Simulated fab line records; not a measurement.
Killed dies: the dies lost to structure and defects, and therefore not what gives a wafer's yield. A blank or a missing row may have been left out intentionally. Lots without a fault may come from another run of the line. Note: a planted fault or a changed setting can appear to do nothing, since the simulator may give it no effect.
fab line records	flow nandHarc
record lots=24	wafers=72	lastDay=34
route steps=1302 shown A_BLC@1117 A_M0@1147 A_M1@1181
lots that met no fault: from a run of the same line without faults
startH: hours from the record's opening day to when the first of the lot's shown wafers began	waitH: hours elapsed since this lot's preceding step	" identical to the entry in the row above	L1.1+2: several wafers, shown together as one row	- no value, or no start given	* or withheld: withheld	< > ~ a bound
route shown NAME@n: names a module that has steps shown in the file, with the first one's number in the route	usual: mean/standard deviation taken from wafers without a fault	same: alike in all rows	chamber/n: place in a boat	sites: readings site by site	_std_site: standard deviation of those values	_edge_site: mean of outer sites minus mean of inner sites	radiusMm: how far each site lies from the wafer's centre	mask NAME#n: copy n	behind: the most recent tool/chamber to have shaped the wafer	hold: why the lot went on hold/how many hours it stayed there/how the hold came to an end	device: the transistor (n, p or np) that didn't switch	end of line: at the end of the route, the tests of the same wafers	a step without rows: its recipe alone	killed: dies lost to structure and defects at the first sort, not the wafer's yield	map: per-die view of a wafer (x killed, . not killed, _ where there is no die)
set.NAME: the setting as run; set.NAME@STEP: as run at that earlier step	model.NAME: the simulator's own value behind a step, which no gauge read
route steps across a sampled set of lots; one table per step, one row per wafer
services: a tool's chamber out of use, with start hour (startH, from the record's first day; less than 0 if before it), hours out, and reason
## steps
# step NHARC_A_BLC_CD_MEAS_10
# recipe targetCdNm=100	landingEnergyEv=500
# usual cdNm=100.2/0.52
lot.wafer	tool	chamber	startH	waitH	cdNm
L074.1	cdSem-03	0	520.73	-	99.9
L074.3	"	0	"	"	100.5
L074.5	"	0	"	"	99.4
L075.1	cdSem-01	0	530.41	-	100.3
L075.2	"	0	"	"	100.5
L075.4	"	0	"	"	100.0
L077.1	cdSem-01	0	537.73	-	99.7
L077.5	"	0	"	"	99.7
L077.6	"	0	"	"	100.4
L076.1	cdSem-01	0	547.22	-	100.9
L076.4	"	0	"	"	100.6
L076.5	"	0	"	"	100.4
L079.1	cdSem-01	0	572.84	-	100.3
L079.2	"	0	"	"	99.7
L079.6	"	0	"	"	99.8
L081.3	cdSem-03	0	578.33	-	98.8
L081.4	"	0	"	"	99.6
L081.5	"	0	"	"	99.4
L078.3	cdSem-01	0	580.94	-	100.9
L078.5	"	0	"	"	100.1
L078.6	"	0	"	"	99.9
L080.3	cdSem-03	0	586.42	-	99.4
L080.5	"	0	"	"	99.5
L080.6	"	0	"	"	100.2
L083.1	cdSem-02	0	605.95	-	101.8
L083.5	"	0	"	"	101.3
L083.6	"	0	"	"	101.5
L082.1	cdSem-01	0	609.48	-	100.9
L082.2	"	0	"	"	100.6
L082.3	"	0	"	"	100.8
L085.2	cdSem-03	0	611.47	-	100.5
L085.4	"	0	"	"	100.1
L085.6	"	0	"	"	100.2
L084.3	cdSem-03	0	615.35	-	100.6
L084.4	"	0	"	"	99.7
L084.6	"	0	"	"	100.6
L086.1	cdSem-02	0	648.71	-	99.6
L086.2	"	0	"	"	100.0
L086.4	"	0	"	"	99.6
L088.1	cdSem-03	0	663.26	-	99.8
L088.5	"	0	"	"	100.0
L088.6	"	0	"	"	99.9
L089.1	cdSem-02	0	665.46	-	100.4
L089.2	"	0	"	"	100.7
L089.6	"	0	"	"	100.4
L087.1	cdSem-03	0	669.45	-	100.2
L087.5	"	0	"	"	99.9
L087.6	"	0	"	"	99.6
L090.2	cdSem-01	0	670.75	-	99.7
L090.4	"	0	"	"	99.7
L090.6	"	0	"	"	99.6
L091.1	cdSem-03	0	690.78	-	100.3
L091.2	"	0	"	"	99.8
L091.4	"	0	"	"	99.7
L093.2	cdSem-01	0	704.98	-	100.7
L093.3	"	0	"	"	100.3
L093.5	"	0	"	"	100.5
L092.3	cdSem-02	0	707.26	-	100.5
L092.4	"	0	"	"	100.3
L092.5	"	0	"	"	101.1
L094.2	cdSem-02	0	720.65	-	100.5
L094.3	"	0	"	"	100.6
L094.4	"	0	"	"	100.4
L095.1	cdSem-03	0	721.83	-	99.4
L095.2	"	0	"	"	99.6
L095.3	"	0	"	"	99.9
L096.1	cdSem-02	0	741.82	-	100.2
L096.2	"	0	"	"	100.0
L096.5	"	0	"	"	100.5
L097.2	cdSem-02	0	761.06	-	99.9
L097.4	"	0	"	"	99.2
L097.6	"	0	"	"	100.5
# step NHARC_A_BLC_OVL_MEAS_11
# usual overlayXNm=0.4/1	overlayYNm=0.2/0.94
lot.wafer	tool	chamber	startH	waitH	overlayXNm	overlayYNm
L074.1	overlay-01	-	520.81	-	-0.2	0.2
L074.3	"	-	"	"	-0.4	0.6
L074.5	"	-	"	"	-0.4	0.7
L075.1	overlay-01	-	530.50	-	1.9	0.1
L075.2	"	-	"	"	1.3	0.3
L075.4	"	-	"	"	1.9	-0.6
L077.1	overlay-01	-	537.81	-	0.7	0.9
L077.5	"	-	"	"	0.1	1.5
L077.6	"	-	"	"	0.1	0.4
L076.1	overlay-02	-	547.31	-	-2.1	-1.9
L076.4	"	-	"	"	-2.0	-2.2
L076.5	"	-	"	"	-1.5	-1.9
L079.1	overlay-01	-	572.93	-	-1.2	-0.3
L079.2	"	-	"	"	-0.6	-0.1
L079.6	"	-	"	"	-0.4	-0.3
L081.3	overlay-01	-	578.42	-	-0.4	-0.2
L081.4	"	-	"	"	0.4	-0.5
L081.5	"	-	"	"	0.1	-0.1
L078.3	overlay-01	-	581.02	-	1.0	-0.3
L078.5	"	-	"	"	1.1	-0.2
L078.6	"	-	"	"	0.7	-0.3
L080.3	overlay-02	-	586.50	-	0.1	-0.7
L080.5	"	-	"	"	0.4	-0.9
L080.6	"	-	"	"	1.1	-1.1
L083.1	overlay-01	-	606.04	-	-0.7	1.0
L083.5	"	-	"	"	-0.5	0.7
L083.6	"	-	"	"	-0.5	0.7
L082.1	overlay-02	-	609.57	-	0.1	1.6
L082.2	"	-	"	"	0.3	1.7
L082.3	"	-	"	"	0.0	1.2
L085.2	overlay-01	-	611.55	-	1.6	0.2
L085.4	"	-	"	"	1.0	-0.1
L085.6	"	-	"	"	1.6	-0.4
L084.3	overlay-01	-	615.44	-	0.3	1.7
L084.4	"	-	"	"	0.3	2.1
L084.6	"	-	"	"	0.1	1.6
L086.1	overlay-01	-	648.80	-	0.7	-0.5
L086.2	"	-	"	"	0.4	-0.2
L086.4	"	-	"	"	0.9	0.0
L088.1	overlay-02	-	663.35	-	0.6	1.4
L088.5	"	-	"	"	0.5	0.7
L088.6	"	-	"	"	0.9	1.2
L089.1	overlay-02	-	665.55	-	0.8	0.6
L089.2	"	-	"	"	0.8	0.6
L089.6	"	-	"	"	1.4	0.4
L087.1	overlay-01	-	669.54	-	0.4	-0.3
L087.5	"	-	"	"	0.9	-0.6
L087.6	"	-	"	"	0.4	-0.5
L090.2	overlay-01	-	670.84	-	2.8	0.7
L090.4	"	-	"	"	2.5	1.5
L090.6	"	-	"	"	2.0	0.3
L091.1	overlay-02	-	690.87	-	-0.1	0.7
L091.2	"	-	"	"	-0.6	1.2
L091.4	"	-	"	"	-0.1	0.5
L093.2	overlay-01	-	705.07	-	-0.3	-1.5
L093.3	"	-	"	"	-0.1	-1.3
L093.5	"	-	"	"	0.0	-0.9
L092.3	overlay-02	-	707.34	-	3.1	-0.7
L092.4	"	-	"	"	2.7	-0.3
L092.5	"	-	"	"	2.8	-0.8
L094.2	overlay-02	-	720.73	-	0.9	2.4
L094.3	"	-	"	"	1.1	2.2
L094.4	"	-	"	"	0.9	1.8
L095.1	overlay-01	-	721.92	-	-1.7	0.0
L095.2	"	-	"	"	-1.5	-0.3
L095.3	"	-	"	"	-1.1	-0.2
L096.1	overlay-01	-	741.91	-	0.6	0.1
L096.2	"	-	"	"	-0.6	0.7
L096.5	"	-	"	"	-0.3	0.3
L097.2	overlay-02	-	761.14	-	1.1	0.9
L097.4	"	-	"	"	0.1	1.1
L097.6	"	-	"	"	0.6	0.9
# step NHARC_A_BLC_DESCUM_15
# recipe timeS=3	o2FlowSccm=200	arFlowSccm=0	biasPowerW=0	chemistry=O2
# usual drypumpMotorCurrentA=5.4/0.52	mfcArSccm=0.007/0.01	oesProductAu=1.000/0.0063	rfVppV=57.7/0.84	showerheadPlenumPTorr=1.89/0.072	throttleValvePct=11.310/0.008
lot.wafer	tool	chamber	startH	waitH	drypumpMotorCurrentA	mfcArSccm	oesProductAu	rfHoursCounterH	rfVppV	showerheadPlenumPTorr	throttleValvePct
L074.3	rieDiel-11	3	520.93	0.1	5.5	0	1.000	5	58.0	1.89	11.313
L074.1	"	0	"	"	4.9	0.014	1.002	5	57.7	1.98	11.324
L074.5	"	1	"	"	4.7	0	0.988	-	58.6	1.99	11.304
L075.1	rieDiel-06	0	530.59	0.1	5.6	0	0.995	3	57.7	1.89	11.311
L075.4	"	1	"	"	6.2	0	1.015	2	58.2	1.77	11.299
L075.2	"	3	"	"	5.1	0.037	0.998	2	57.5	1.84	11.330
L077.1	rieDiel-11	3	537.93	0.1	5.5	0	1.001	6	56.8	1.89	11.321
L077.6	"	1	"	"	4.7	0	1.005	-	57.8	1.98	11.325
L077.5	"	2	"	"	5.7	0.018	0.994	-	58.4	1.80	11.305
L076.4	rieDiel-11	1	547.42	0.1	4.7	0	1.003	7	56.6	1.98	11.301
L076.1	"	3	"	"	5.5	0	1.008	7	57.6	1.89	11.318
L076.5	"	1	"	"	4.7	0	1.001	-	56.2	1.98	11.301
L079.1	rieDiel-11	1	573.05	0.1	4.7	0	0.996	8	57.0	1.98	11.312
L079.2	"	2	"	"	5.7	0.018	0.997	9	57.2	1.80	11.308
L079.6	"	0	"	"	4.9	0.014	0.998	-	59.1	1.98	11.289
L081.3	rieDiel-06	3	578.52	0.1	5.0	0.037	0.996	5	58.3	1.84	11.317
L081.4	"	0	"	"	5.6	0	1.003	6	57.2	1.89	11.310
L081.5	"	2	"	"	5.0	0.001	0.997	-	58.0	1.82	11.309
L078.3	rieDiel-06	3	581.14	0.1	5.0	0.037	1.004	5	57.5	1.84	11.305
L078.5	"	0	"	"	5.6	0	1.001	-	58.3	1.89	11.317
L078.6	"	1	"	"	6.2	0	1.013	-	58.2	1.77	11.319
L080.3	rieDiel-09	3	586.62	0.1	6.5	0	1.006	28	58.3	1.97	11.310
L080.6	"	0	"	"	5.8	0	1.004	-	56.6	1.83	11.312
L080.5	"	1	"	"	5.6	0.013	0.996	-	57.3	1.91	11.304
L083.1	rieDiel-06	1	606.15	0.1	6.2	0	1.006	8	58.3	1.77	11.329
L083.5	"	3	"	"	5.1	0.037	1.004	-	57.5	1.84	11.315
L083.6	"	0	"	"	5.6	0	1.000	-	56.9	1.89	11.302
L082.3	rieDiel-09	3	609.67	0.1	6.4	0	1.005	34	58.7	1.97	11.314
L082.2	"	1	"	"	5.6	0.013	1.001	36	57.9	1.90	11.308
L082.1	"	2	"	"	4.9	0.006	1.000	35	60.0	1.93	11.311
L085.4	rieDiel-09	3	611.65	0.1	6.5	0	1.002	34	58.9	1.96	11.309
L085.2	"	1	"	"	5.6	0.013	0.991	36	58.4	1.90	11.301
L085.6	"	0	"	"	5.8	0	0.994	-	57.2	1.83	11.317
L084.4	rieDiel-09	3	615.54	0.1	6.4	0	0.993	35	57.4	1.96	11.305
L084.3	"	1	"	"	5.6	0.013	0.986	38	57.2	1.90	11.312
L084.6	"	3	"	"	6.4	0	0.995	-	57.8	1.96	11.306
L086.2	rieDiel-06	3	648.90	0.1	5.0	0.037	1.001	11	57.7	1.83	11.323
L086.1	"	0	"	"	5.6	0	1.008	12	58.2	1.89	11.317
L086.4	"	1	"	"	6.2	0	1.005	12	57.8	1.77	11.295
L088.1	rieDiel-09	0	663.47	0.1	5.8	0	0.997	57	57.4	1.82	11.310
L088.5	"	1	"	"	5.6	0.013	1.004	-	58.3	1.90	11.306
L088.6	"	2	"	"	4.9	0.006	1.004	-	58.0	1.92	11.312
L089.2	rieDiel-11	2	665.64	0.1	5.8	0.018	0.999	2	56.7	1.80	11.299
L089.1	"	0	"	"	4.9	0.014	1.003	1	57.6	1.98	11.300
L089.6	"	2	"	"	5.7	0.018	0.998	-	55.8	1.80	11.296
L087.1	rieDiel-11	3	669.65	0.1	5.5	0	1.010	2	58.9	1.89	11.300
L087.6	"	2	"	"	5.7	0.018	1.003	-	57.5	1.80	11.295
L087.5	"	3	"	"	5.5	0	0.998	-	58.1	1.89	11.311
L090.2	rieDiel-11	2	670.95	0.1	5.7	0.018	0.994	3	56.7	1.80	11.306
L090.4	"	3	"	"	5.5	0	0.999	2	59.3	1.89	11.314
L090.6	"	1	"	"	4.7	0	0.989	-	58.2	1.98	11.301
L091.2	rieDiel-11	2	690.97	0.1	5.8	0.018	0.995	4	57.7	1.80	11.299
L091.1	"	3	"	"	5.5	0	0.995	3	57.1	1.89	11.298
L091.4	"	1	"	"	4.7	0	0.998	3	56.8	1.98	11.317
L093.3	rieDiel-11	2	705.17	0.1	5.7	0.018	1.012	4	58.6	1.80	11.298
L093.2	"	3	"	"	5.5	0	1.012	4	57.3	1.89	11.312
L093.5	"	1	"	"	4.7	0	0.994	-	57.4	1.98	11.298
L092.4	rieDiel-11	2	707.44	0.1	5.7	0.018	0.995	5	58.0	1.80	11.300
L092.3	"	0	"	"	4.9	0.014	1.004	4	57.1	1.98	11.301
L092.5	"	2	"	"	5.7	0.018	1.005	-	57.6	1.80	11.312
L094.3	rieDiel-11	1	720.84	0.1	4.7	0	0.991	6	59.8	1.98	11.303
L094.2	"	2	"	"	5.7	0.018	0.998	6	58.0	1.80	11.312
L094.4	"	3	"	"	5.5	0	1.000	5	56.3	1.89	11.318
L095.2	rieDiel-09	2	722.02	0.1	4.9	0.006	0.999	16	57.8	1.92	11.314
L095.3	"	3	"	"	6.5	0	0.998	17	59.6	1.95	11.321
L095.1	"	0	"	"	5.8	0	1.004	9	57.2	1.82	11.313
L096.2	rieDiel-11	3	742.01	0.1	5.5	0	1.003	6	56.6	1.88	11.330
L096.1	"	2	"	"	5.7	0.018	1.001	6	58.0	1.80	11.310
L096.5	"	0	"	"	4.9	0.014	1.002	-	57.4	1.98	11.310
L097.2	rieDiel-11	1	761.26	0.1	4.7	0	1.000	8	58.6	1.98	11.310
L097.4	"	3	"	"	5.5	0	1.005	-	57.7	1.88	11.305
L097.6	"	1	"	"	4.7	0	0.996	-	58.3	1.98	11.311
# step NHARC_A_M0_CD_MEAS_09
# recipe targetCdNm=80	landingEnergyEv=500
# usual cdNm=79.9/0.58
lot.wafer	tool	chamber	startH	waitH	cdNm
L074.1	cdSem-01	0	524.79	-	79.5
L074.3	"	0	"	"	79.1
L074.5	"	0	"	"	79.3
L075.1	cdSem-02	0	534.56	-	79.1
L075.2	"	0	"	"	78.7
L075.4	"	0	"	"	79.2
L077.1	cdSem-02	0	542.26	-	79.5
L077.5	"	0	"	"	79.5
L077.6	"	0	"	"	79.0
L076.1	cdSem-02	0	551.26	-	79.9
L076.4	"	0	"	"	79.5
L076.5	"	0	"	"	79.9
L079.1	cdSem-01	0	576.88	-	80.4
L079.2	"	0	"	"	79.7
L079.6	"	0	"	"	79.6
L081.3	cdSem-02	0	582.26	-	80.3
L081.4	"	0	"	"	80.7
L081.5	"	0	"	"	79.3
L078.3	cdSem-02	0	584.97	-	80.8
L078.5	"	0	"	"	80.4
L078.6	"	0	"	"	80.4
L080.3	cdSem-03	0	590.48	-	79.1
L080.5	"	0	"	"	79.9
L080.6	"	0	"	"	79.8
L083.1	cdSem-02	0	609.98	-	80.0
L083.5	"	0	"	"	79.9
L083.6	"	0	"	"	79.8
L082.1	cdSem-02	0	613.43	-	79.2
L082.2	"	0	"	"	80.3
L082.3	"	0	"	"	79.2
L085.2	cdSem-03	0	615.41	-	80.6
L085.4	"	0	"	"	80.3
L085.6	"	0	"	"	80.3
L084.3	cdSem-03	0	619.25	-	80.2
L084.4	"	0	"	"	79.6
L084.6	"	0	"	"	79.9
L086.1	cdSem-01	0	652.77	-	80.0
L086.2	"	0	"	"	80.1
L086.4	"	0	"	"	80.4
L088.1	cdSem-01	0	667.19	-	80.6
L088.5	"	0	"	"	80.8
L088.6	"	0	"	"	80.5
L089.1	cdSem-02	0	669.53	-	81.0
L089.2	"	0	"	"	81.1
L089.6	"	0	"	"	79.9
L087.1	cdSem-03	0	673.63	-	79.5
L087.5	"	0	"	"	79.7
L087.6	"	0	"	"	79.9
L090.2	cdSem-01	0	674.79	-	80.0
L090.4	"	0	"	"	79.7
L090.6	"	0	"	"	80.4
L091.1	cdSem-02	0	695.30	-	80.0
L091.2	"	0	"	"	79.1
L091.4	"	0	"	"	80.0
L093.2	cdSem-03	0	708.88	-	80.5
L093.3	"	0	"	"	80.3
L093.5	"	0	"	"	80.4
L092.3	cdSem-01	0	711.16	-	80.4
L092.4	"	0	"	"	79.4
L092.5	"	0	"	"	79.6
L094.2	cdSem-02	0	724.67	-	80.3
L094.3	"	0	"	"	79.9
L094.4	"	0	"	"	80.2
L095.1	cdSem-01	0	725.85	-	78.8
L095.2	"	0	"	"	79.6
L095.3	"	0	"	"	79.6
L096.1	cdSem-01	0	745.73	-	80.6
L096.2	"	0	"	"	80.9
L096.5	"	0	"	"	81.0
L097.2	cdSem-01	0	765.28	-	80.5
L097.4	"	0	"	"	80.5
L097.6	"	0	"	"	80.4
# step NHARC_A_M0_DESCUM_14
# recipe timeS=3	o2FlowSccm=200	arFlowSccm=0	biasPowerW=0	chemistry=O2
# usual drypumpMotorCurrentA=5.71/0.28	mfcArSccm=0.014/0.015	oesProductAu=0.999/0.0068	rfVppV=57.7/0.9	showerheadPlenumPTorr=1.91/0.075	throttleValvePct=11.313/0.0082
lot.wafer	tool	chamber	startH	waitH	drypumpMotorCurrentA	mfcArSccm	oesProductAu	rfHoursCounterH	rfVppV	showerheadPlenumPTorr	throttleValvePct
L074.1	rieDiel-10	1	524.98	0.1	6.04	0.038	0.998	6.3	56.1	1.85	11.316
L074.3	"	3	"	"	5.60	0.013	1.003	7.3	58.0	1.97	11.310
L074.5	"	1	"	"	6.04	0.038	1.012	-	57.3	1.85	11.310
L075.2	rieDiel-10	0	534.75	0.1	5.46	0.030	1.012	5.5	59.3	1.94	11.327
L075.1	"	1	"	"	6.04	0.038	1.015	6.6	57.1	1.85	11.323
L075.4	"	2	"	"	6.14	0.018	1.004	8.4	58.2	2.03	11.308
L077.1	rieDiel-12	3	542.47	0.1	5.81	0	0.989	5.0	58.3	1.92	11.311
L077.6	"	0	"	"	5.39	0	0.993	-	57.2	1.88	11.326
L077.5	"	1	"	"	5.94	0.031	0.992	-	58.6	1.95	11.316
L076.4	rieDiel-10	2	551.45	0.1	6.14	0.018	0.997	9.5	58.4	2.03	11.308
L076.1	"	0	"	"	5.47	0.030	1.002	5.7	57.0	1.94	11.318
L076.5	"	2	"	"	6.13	0.018	1.007	-	57.6	2.03	11.316
L079.1	rieDiel-10	1	577.07	0.1	6.03	0.038	1.006	8.3	57.5	1.85	11.305
L079.2	"	3	"	"	5.60	0.013	0.999	9.2	58.3	1.97	11.309
L079.6	"	0	"	"	5.47	0.030	1.004	-	57.4	1.94	11.314
L081.3	rieDiel-12	3	582.44	0.1	5.87	0	0.994	6.3	58.5	1.92	11.320
L081.4	"	1	"	"	5.94	0.031	0.993	6.7	56.3	1.95	11.325
L081.5	"	3	"	"	5.85	0	0.994	-	57.5	1.92	11.315
L078.3	rieDiel-10	3	585.15	0.1	5.61	0.013	1.006	9.4	58.2	1.97	11.316
L078.5	"	3	"	"	5.60	0.013	0.997	-	57.1	1.97	11.320
L078.6	"	0	"	"	5.46	0.030	0.993	-	57.5	1.94	11.315
L080.3	rieDiel-12	1	590.67	0.1	5.95	0.031	1.002	6.9	59.6	1.95	11.321
L080.5	"	0	"	"	5.41	0	1.000	-	57.5	1.87	11.312
L080.6	"	1	"	"	5.93	0.031	0.995	-	58.1	1.95	11.299
L083.1	rieDiel-12	3	610.16	0.1	5.84	0	0.999	7.7	57.8	1.92	11.331
L083.6	"	3	"	"	5.84	0	0.991	-	58.0	1.92	11.307
L083.5	"	0	"	"	5.37	0	0.994	-	56.8	1.87	11.326
L082.1	rieDiel-13	0	613.62	0.1	6.11	0.019	1.003	5.3	57.8	1.93	11.308
L082.3	"	1	"	"	5.45	0	0.999	5.7	58.2	2.05	11.322
L082.2	"	3	"	"	5.85	0.014	1.001	4.5	57.1	1.99	11.312
L085.2	rieDiel-12	3	615.61	0.1	5.84	0	0.986	8.6	58.9	1.92	11.324
L085.4	"	1	"	"	5.95	0.031	1.001	8.5	58.0	1.95	11.317
L085.6	"	3	"	"	5.87	0	0.999	-	57.9	1.92	11.310
L084.4	rieDiel-12	0	619.45	0.1	5.40	0	0.992	8.1	57.2	1.87	11.313
L084.3	"	1	"	"	5.96	0.031	0.990	8.7	58.8	1.95	11.309
L084.6	"	3	"	"	5.87	0	1.003	-	57.4	1.92	11.313
L086.1	rieDiel-12	0	652.95	0.1	5.39	0	0.998	0.9	57.1	1.87	11.311
L086.2	"	1	"	"	5.93	0.031	0.995	1.2	58.5	1.95	11.311
L086.4	"	3	"	"	5.84	0	0.984	1.0	57.2	1.92	11.320
L088.1	rieDiel-10	3	667.39	0.1	5.60	0.013	0.994	3.2	58.2	1.96	11.312
L088.6	"	1	"	"	6.01	0.038	1.003	-	57.5	1.85	11.312
L088.5	"	2	"	"	6.12	0.018	0.995	-	57.4	2.03	11.300
L089.1	rieDiel-10	0	669.72	0.1	5.49	0.030	0.992	3.4	57.7	1.93	11.310
L089.2	"	3	"	"	5.60	0.013	0.996	3.2	56.0	1.96	11.309
L089.6	"	0	"	"	5.48	0.030	0.990	-	57.3	1.93	11.297
L087.1	rieDiel-10	3	673.84	0.1	5.59	0.013	0.994	3.3	59.0	1.96	11.307
L087.5	"	0	"	"	5.47	0.030	0.989	-	58.2	1.93	11.323
L087.6	"	1	"	"	6.04	0.038	1.008	-	57.7	1.85	11.322
L090.4	rieDiel-12	1	674.99	0.1	5.93	0.031	0.992	1.9	56.9	1.95	11.308
L090.2	"	0	"	"	5.39	0	1.001	1.8	57.9	1.87	11.317
L090.6	"	1	"	"	5.95	0.031	0.996	-	57.9	1.95	11.313
L091.4	rieDiel-13	2	695.50	0.1	5.07	0.026	1.012	9.9	57.9	1.99	11.311
L091.2	"	3	"	"	5.82	0.014	1.007	8.9	58.1	1.99	11.309
L091.1	"	0	"	"	6.11	0.019	1.004	10.5	56.9	1.92	11.301
L093.3	rieDiel-12	2	709.08	0.1	5.51	0	1.006	4.0	56.7	1.78	11.304
L093.2	"	0	"	"	5.38	0	1.001	3.7	57.6	1.87	11.307
L093.5	"	1	"	"	5.94	0.031	1.005	-	58.1	1.95	11.311
L092.4	rieDiel-12	3	711.34	0.1	5.83	0	0.995	4.0	59.0	1.92	11.307
L092.3	"	0	"	"	5.41	0	1.006	3.7	57.9	1.87	11.316
L092.5	"	0	"	"	5.39	0	0.993	-	59.3	1.87	11.317
L094.3	rieDiel-12	3	724.86	0.1	5.84	0	1.006	4.5	57.9	1.92	11.332
L094.2	"	0	"	"	5.37	0	0.998	4.3	57.3	1.87	11.313
L094.4	"	1	"	"	5.93	0.031	1.014	4.4	57.2	1.95	11.318
L095.2	rieDiel-12	0	726.04	0.1	5.40	0	1.000	4.3	57.1	1.87	11.331
L095.3	"	1	"	"	5.93	0.031	0.994	4.5	59.7	1.95	11.309
L095.1	"	2	"	"	5.51	0	1.005	4.7	57.2	1.78	11.304
L096.1	rieDiel-12	0	745.92	0.1	5.40	0	1.003	5.3	55.5	1.87	11.312
L096.2	"	1	"	"	5.93	0.031	0.994	5.5	58.9	1.95	11.330
L096.5	"	1	"	"	5.94	0.031	1.000	-	58.6	1.95	11.309
L097.2	rieDiel-12	0	765.46	0.1	5.41	0	1.005	5.8	57.2	1.87	11.312
L097.4	"	1	"	"	5.94	0.031	0.983	5.9	58.2	1.95	11.311
L097.6	"	1	"	"	5.92	0.031	0.998	-	56.9	1.95	11.312
# step NHARC_A_M1_INSPECT_11
# usual rawDefectCount=83/43
lot.wafer	tool	chamber	startH	waitH	rawDefectCount
L074.1	defectInspect-02	-	529.15	0.0	119
L074.3	"	-	"	"	115
L074.5	"	-	"	"	116
L075.1	defectInspect-02	-	538.92	0.0	79
L075.2	"	-	"	"	100
L075.4	"	-	"	"	99
L077.1	defectInspect-01	-	546.42	0.0	18
L077.5	"	-	"	"	16
L077.6	"	-	"	"	24
L076.1	defectInspect-02	-	555.44	0.0	21
L076.4	"	-	"	"	27
L076.5	"	-	"	"	27
L079.1	defectInspect-01	-	580.98	0.0	28
L079.2	"	-	"	"	14
L079.6	"	-	"	"	24
L081.3	defectInspect-02	-	586.30	0.0	159
L081.4	"	-	"	"	177
L081.5	"	-	"	"	138
L078.3	defectInspect-02	-	589.00	0.0	93
L078.5	"	-	"	"	88
L078.6	"	-	"	"	115
L080.3	defectInspect-02	-	594.61	0.0	27
L080.5	"	-	"	"	22
L080.6	"	-	"	"	26
L083.1	defectInspect-01	-	614.17	0.0	117
L083.5	"	-	"	"	107
L083.6	"	-	"	"	128
L082.1	defectInspect-02	-	617.53	0.0	33
L082.2	"	-	"	"	35
L082.3	"	-	"	"	27
L085.2	defectInspect-02	-	619.74	0.0	22
L085.4	"	-	"	"	18
L085.6	"	-	"	"	25
L084.3	defectInspect-02	-	623.30	0.0	114
L084.4	"	-	"	"	119
L084.6	"	-	"	"	100
L086.1	defectInspect-02	-	656.94	0.0	94
L086.2	"	-	"	"	97
L086.4	"	-	"	"	113
L088.1	defectInspect-02	-	671.38	0.0	19
L088.5	"	-	"	"	22
L088.6	"	-	"	"	25
L089.1	defectInspect-01	-	673.70	0.0	135
L089.2	"	-	"	"	114
L089.6	"	-	"	"	128
L087.1	defectInspect-01	-	677.86	0.0	132
L087.5	"	-	"	"	144
L087.6	"	-	"	"	145
L090.2	defectInspect-01	-	679.57	0.0	98
L090.4	"	-	"	"	113
L090.6	"	-	"	"	117
L091.1	defectInspect-02	-	699.65	0.0	114
L091.2	"	-	"	"	105
L091.4	"	-	"	"	111
L093.2	defectInspect-01	-	713.16	0.0	71
L093.3	"	-	"	"	80
L093.5	"	-	"	"	79
L092.3	defectInspect-01	-	715.26	0.0	105
L092.4	"	-	"	"	115
L092.5	"	-	"	"	114
L094.2	defectInspect-02	-	728.86	0.0	72
L094.3	"	-	"	"	65
L094.4	"	-	"	"	73
L095.1	defectInspect-02	-	730.05	0.0	76
L095.2	"	-	"	"	74
L095.3	"	-	"	"	81
L096.1	defectInspect-01	-	750.33	0.0	114
L096.2	"	-	"	"	140
L096.5	"	-	"	"	120
L097.2	defectInspect-02	-	769.54	0.0	70
L097.4	"	-	"	"	73
L097.6	"	-	"	"	85
## services
tool	chamber	startH	hours	kind
rieDiel-09	-	497.53	9.0	pm
rieDiel-13	-	519.05	9.0	pm
rieDiel-10	0	521.51	6.7	repair
rieDiel-10	0	536.80	5.3	repair
rieDiel-06	2	549.16	4.7	repair
rieDiel-06	3	550.61	6.1	repair
rieDiel-10	2	552.92	4.8	repair
rieDiel-10	2	585.67	2.0	repair
rieDiel-12	0	592.99	12.1	repair
rieDiel-10	-	596.50	9.0	pm
rieDiel-11	1	603.66	2.5	repair
rieDiel-11	-	609.50	9.0	pm
rieDiel-12	-	622.56	9.0	pm
rieDiel-09	2	630.56	2.3	repair
rieDiel-06	-	661.20	9.0	pm
rieDiel-13	-	673.42	1.0	repair
rieDiel-09	-	674.53	9.0	pm
rieDiel-10	-	688.28	1.2	repair
rieDiel-13	-	696.05	9.0	pm
rieDiel-09	0	701.95	8.3	repair
rieDiel-10	0	721.03	3.3	repair
rieDiel-12	3	725.48	25.9	repair
rieDiel-10	3	744.33	15.2	repair
rieDiel-11	0	757.89	9.8	repair
## key
fault none
